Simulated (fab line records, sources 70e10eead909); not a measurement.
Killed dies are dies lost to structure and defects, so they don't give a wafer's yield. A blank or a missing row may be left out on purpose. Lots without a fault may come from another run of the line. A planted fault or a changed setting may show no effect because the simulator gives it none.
Chamber matching | flow nand_harc | NHARC_A_STAIRCASE_TRIM_20 on rie_diel-06: 4 sister chambers
The step chemistry O2, time 211.2 s. 24 wafers are shown with their chamber, then 12 later ones without.

WAFERS WITH THEIR CHAMBER
wafer  | chamber | showerhead_plenum_p_Torr (Torr) | oes_product_au (a.u.) | rf_vpp_V (V)
L074.1 | 2       | 3.28                            | 0.991                 | 57.8
L074.3 | 1       | 3.57                            | 1.016                 | 57.1
L074.4 | 3       | 3.31                            | 1.000                 | 57.6
L075.1 | 2       | 3.28                            | 1.003                 | 57.7
L075.2 | 1       | 3.56                            | 1.010                 | 59.6
L075.6 | 1       | 3.56                            | 0.991                 | 58.8
L075.3 | 3       | 3.31                            | 0.996                 | 57.0
L075.4 | 0       | 3.42                            | 0.995                 | 57.7
L075.5 | 2       | 3.28                            | 1.001                 | 55.6
L079.1 | 3       | 3.30                            | 0.973                 | 56.8
L079.3 | 2       | 3.81                            | 1.001                 | 59.2
L079.5 | 1       | 3.56                            | 1.020                 | 58.1
L080.1 | 2       | 3.81                            | 1.006                 | 58.1
L080.4 | 0       | 3.42                            | 1.007                 | 57.7
L080.5 | 2       | 3.81                            | 1.006                 | 58.5
L082.1 | 2       | 3.80                            | 0.997                 | 60.4
L082.2 | 3       | 3.30                            | 0.978                 | 57.6
L082.4 | 0       | 3.41                            | 1.003                 | 57.5
L086.1 | 3       | 3.30                            | 0.990                 | 57.7
L086.3 | 0       | 3.41                            | 0.987                 | 56.8
L086.5 | 0       | 3.41                            | 0.998                 | 56.3
L092.2 | 2       | 3.79                            | 1.009                 | 58.8
L092.3 | 1       | 3.55                            | 1.020                 | 57.4
L092.6 | 3       | 3.29                            | 1.001                 | 55.6

SIGNATURES (means of the wafers above)
reading                  | chamber 0 | chamber 1 | chamber 2 | chamber 3 | scatter within a chamber
showerhead_plenum_p_Torr | 3.4140    | 3.5600    | 3.6075    | 3.3017    | 0.161
oes_product_au           | 0.99800   | 1.01140   | 1.00175   | 0.98967   | 0.00933
rf_vpp_V                 | 57.200    | 58.200    | 58.263    | 57.050    | 1.06
Rule: a wafer's distance from a chamber is the root of the sum, over the readings, of the square of ((its reading less the chamber's mean) divided by the reading's scatter). The wafer belongs to the nearest chamber; if the next one is less than 2 further off, it can't be placed. The scatter: the root of (the sum of the squares of (reading less its chamber's mean) over the shown wafers, divided by (wafers less chambers)).

WAFERS WITHOUT THEIR CHAMBER
wafer  | showerhead_plenum_p_Torr (Torr) | oes_product_au (a.u.) | rf_vpp_V (V)
L094.2 | 3.40                            | 0.986                 | 58.0
L094.4 | 3.54                            | 1.017                 | 59.1
L094.6 | 3.79                            | 0.991                 | 58.6
L097.1 | 3.29                            | 0.992                 | 56.2
L097.2 | 3.79                            | 1.006                 | 58.3
L097.5 | 3.40                            | 0.984                 | 58.1
L096.1 | 3.54                            | 1.017                 | 58.1
L096.2 | 3.40                            | 0.985                 | 56.6
L096.6 | 3.54                            | 1.010                 | 56.8
L096.3 | 3.79                            | 1.001                 | 58.4
L096.4 | 3.29                            | 0.996                 | 57.2
L096.5 | 3.40                            | 0.968                 | 55.8

WHICH CHAMBER EACH WENT THROUGH
wafer  | from the rows above               | in truth
L094.2 | can't be placed: 3 or 0 or 2 or 1 | 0
L094.4 | can't be placed: 1 or 2 or 0      | 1
L094.6 | can't be placed: 2 or 1 or 0 or 3 | 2
L097.1 | can't be placed: 3 or 0           | 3
L097.2 | can't be placed: 2 or 1 or 0      | 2
L097.5 | can't be placed: 3 or 0 or 2 or 1 | 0
L096.1 | can't be placed: 1 or 2 or 0      | 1
L096.2 | can't be placed: 3 or 0 or 2      | 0
L096.6 | can't be placed: 1 or 0 or 2 or 3 | 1
L096.3 | can't be placed: 2 or 1 or 0      | 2
L096.4 | can't be placed: 3 or 0 or 2 or 1 | 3
L096.5 | can't be placed: 3 or 0 or 2      | 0
Placed correctly: 0 of 12. Can't be placed from these rows: 12 (the true chamber is among the candidates in 12). Placed wrongly: 0.
